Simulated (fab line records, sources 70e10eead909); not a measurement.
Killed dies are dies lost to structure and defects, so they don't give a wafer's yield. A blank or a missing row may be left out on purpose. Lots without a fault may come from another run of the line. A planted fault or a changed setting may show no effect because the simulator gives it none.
A struck lot beside a sound one | flow nand_harc | 14 steps out of a route of 1302
Sound: wafers L507.3, L507.4, L507.5. Struck: wafer L514.2. (L514.3, L514.6 of the same lot were not struck and are left out.) The cause comes at the end.
At each step with rows: each side's tool, then ch and its chambers, then its first start. Under that, the readings that differ: sound wafers | struck wafers | difference of the means | sigmas: that difference in standard deviations of wafers without a fault.
alike: readings whose means differ by less than 2 such deviations, and words and numbers that are the same on both sides. not compared: withheld readings, readings that some wafer has no value for, bounds like >300 that may hide the same value, and numbers for which the record gives no deviation and whose values overlap.
The two part at a step that has a row with sigmas, a row that says differs or no value, or rows on one side only. Numbers that don't overlap but have no deviation are shown without sigmas and don't part them. A reading that every wafer of one side lacks parts them only if that side has two wafers or more.

first, 9 steps without rows for these wafers: NHARC_A_STAIRCASE_DEHYDRATE_176 (time 120 s); NHARC_A_STAIRCASE_HMDS_177 (time 30 s); NHARC_A_STAIRCASE_COAT_178; NHARC_A_STAIRCASE_SOFTBAKE_179 (time 170 s); NHARC_A_STAIRCASE_EBR_180; NHARC_A_STAIRCASE_EXPOSE_181 (exposes mask STAIR 2); NHARC_A_STAIRCASE_PEB_182 (peb time 130 s); NHARC_A_STAIRCASE_DEVELOP_183 (time 140 s); NHARC_A_STAIRCASE_HARDBAKE_185 (time 140 s).
NHARC_A_STAIRCASE_DESCUM_186: chemistry O2, time 3 s.
  sound on rie_diel-12 ch 0,2,3, day 16 08:06; struck on rie_diel-13 ch 0, day 19 09:06
  reading               | sound             | struck | difference | sigmas
  oes_product_au (a.u.) | 1.006 1.035 1.007 | 0.986  | -0.030     | -2
  alike: drypump_motor_current_A, rf_vpp_V, showerhead_plenum_p_Torr, throttle_valve_pct
  not compared: rf_hours_counter_h
NHARC_A_STAIRCASE_TRIM_187: chemistry O2, time 211.2 s.
  sound on rie_diel-12 ch 1,2, day 16 08:10; struck on rie_diel-13 ch 0, day 19 09:13
  reading                     | sound             | struck | difference | sigmas
  drypump_motor_current_A (A) | 5.4 5.7 5.4       | 6.3    | +0.8       | +2
  oes_product_au (a.u.)       | 1.029 0.998 1.026 | 0.989  | -0.029     | -2
  alike: rf_vpp_V, showerhead_plenum_p_Torr, throttle_valve_pct
  not compared: rf_hours_counter_h
NHARC_A_STAIRCASE_ETCH_188: etches the open film in C4F8/O2, target depth 100 nm, time 40.5 s.
  sound on rie_diel-12 ch 0,2, day 16 08:20; struck on rie_diel-13 ch 0, day 19 09:23
  reading               | sound             | struck | difference | sigmas
  oes_product_au (a.u.) | 0.969 0.956 0.963 | 1.078  | +0.115     | +6
  alike: rf_vpp_V
  not compared: rf_hours_counter_h
NHARC_A_STAIRCASE_TRIM_189: chemistry O2, time 211.2 s.
  sound on rie_diel-12 ch 0,1,2; struck on rie_diel-13 ch 3
  alike: drypump_motor_current_A, oes_product_au, rf_vpp_V, showerhead_plenum_p_Torr, throttle_valve_pct
  not compared: rf_hours_counter_h
-- the record jumps here: 8 days lie between the struck wafers' starts before and after (it left off in module A_STAIRCASE and takes up again in module END, whose first step shown is number 1302 of the route) --
NHARC_END_SORT_01:
  the record has rows for the struck wafers here (prober-02 ch 0, day 27 21:08) and none for the sound ones

WHERE THEY PART
First at NHARC_A_STAIRCASE_DESCUM_186; last, within this record, at NHARC_END_SORT_01.

WHY: what the simulator had put in
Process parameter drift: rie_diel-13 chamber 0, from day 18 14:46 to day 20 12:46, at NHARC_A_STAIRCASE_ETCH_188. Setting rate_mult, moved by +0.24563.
